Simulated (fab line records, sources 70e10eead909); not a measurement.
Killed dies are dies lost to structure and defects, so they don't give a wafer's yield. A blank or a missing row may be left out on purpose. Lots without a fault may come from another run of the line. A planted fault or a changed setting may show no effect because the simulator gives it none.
Chamber matching | flow nand_harc | NHARC_P_M2_PRE_CLEAN_32 on pecvd-02: 3 sister chambers
The step time 12 s. 22 wafers are shown with their chamber, then 11 later ones without.

WAFERS WITH THEIR CHAMBER
wafer  | chamber | heater_power_w (W) | heater_power_outer_w (W)
L074.1 | 1       | 634                | 364
L074.2 | 0       | 536                | 322
L074.6 | 2       | 619                | 348
L075.4 | 2       | 572                | 304
L075.5 | 0       | 618                | 392
L075.6 | 1       | 554                | 307
L083.1 | 1       | 587                | 356
L083.4 | 2       | 602                | 333
L083.6 | 1       | 601                | 359
L088.4 | 2       | 674                | 380
L088.5 | 1       | 573                | 335
L088.6 | 0       | 654                | 396
L087.1 | 2       | 612                | 329
L087.2 | 1       | 550                | 334
L087.4 | 1       | 575                | 339
L089.1 | 0       | 608                | 389
L089.2 | 2       | 626                | 345
L089.5 | 1       | 566                | 350
L090.1 | 0       | 571                | 350
L090.2 | 1       | 514                | 294
L090.4 | 2       | 674                | 380
L092.1 | 0       | 628                | 395

SIGNATURES (means of the wafers above)
reading              | chamber 0 | chamber 1 | chamber 2 | scatter within a chamber
heater_power_w       | 602.50    | 572.67    | 625.57    | 37.3
heater_power_outer_w | 374.00    | 337.56    | 345.57    | 26.9
Rule: a wafer's distance from a chamber is the root of the sum, over the readings, of the square of ((its reading less the chamber's mean) divided by the reading's scatter). The wafer belongs to the nearest chamber; if the next one is less than 2 further off, it can't be placed. The scatter: the root of (the sum of the squares of (reading less its chamber's mean) over the shown wafers, divided by (wafers less chambers)).

WAFERS WITHOUT THEIR CHAMBER
wafer  | heater_power_w (W) | heater_power_outer_w (W)
L092.3 | 519                | 305
L092.4 | 567                | 297
L095.3 | 579                | 366
L095.5 | 539                | 318
L095.6 | 592                | 351
L094.1 | 643                | 349
L094.2 | 601                | 359
L094.6 | 617                | 362
L097.1 | 565                | 356
L097.2 | 657                | 377
L097.4 | 582                | 352

WHICH CHAMBER EACH WENT THROUGH
wafer  | from the rows above          | in truth
L092.3 | can't be placed: 1 or 2 or 0 | 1
L092.4 | can't be placed: 1 or 2 or 0 | 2
L095.3 | can't be placed: 0 or 1 or 2 | 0
L095.5 | can't be placed: 1 or 2 or 0 | 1
L095.6 | can't be placed: 1 or 0 or 2 | 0
L094.1 | can't be placed: 2 or 0 or 1 | 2
L094.2 | can't be placed: 0 or 2 or 1 | 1
L094.6 | can't be placed: 0 or 2 or 1 | 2
L097.1 | can't be placed: 1 or 0 or 2 | 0
L097.2 | can't be placed: 2 or 0 or 1 | 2
L097.4 | can't be placed: 1 or 0 or 2 | 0
Placed correctly: 0 of 11. Can't be placed from these rows: 11 (the true chamber is among the candidates in 11). Placed wrongly: 0.
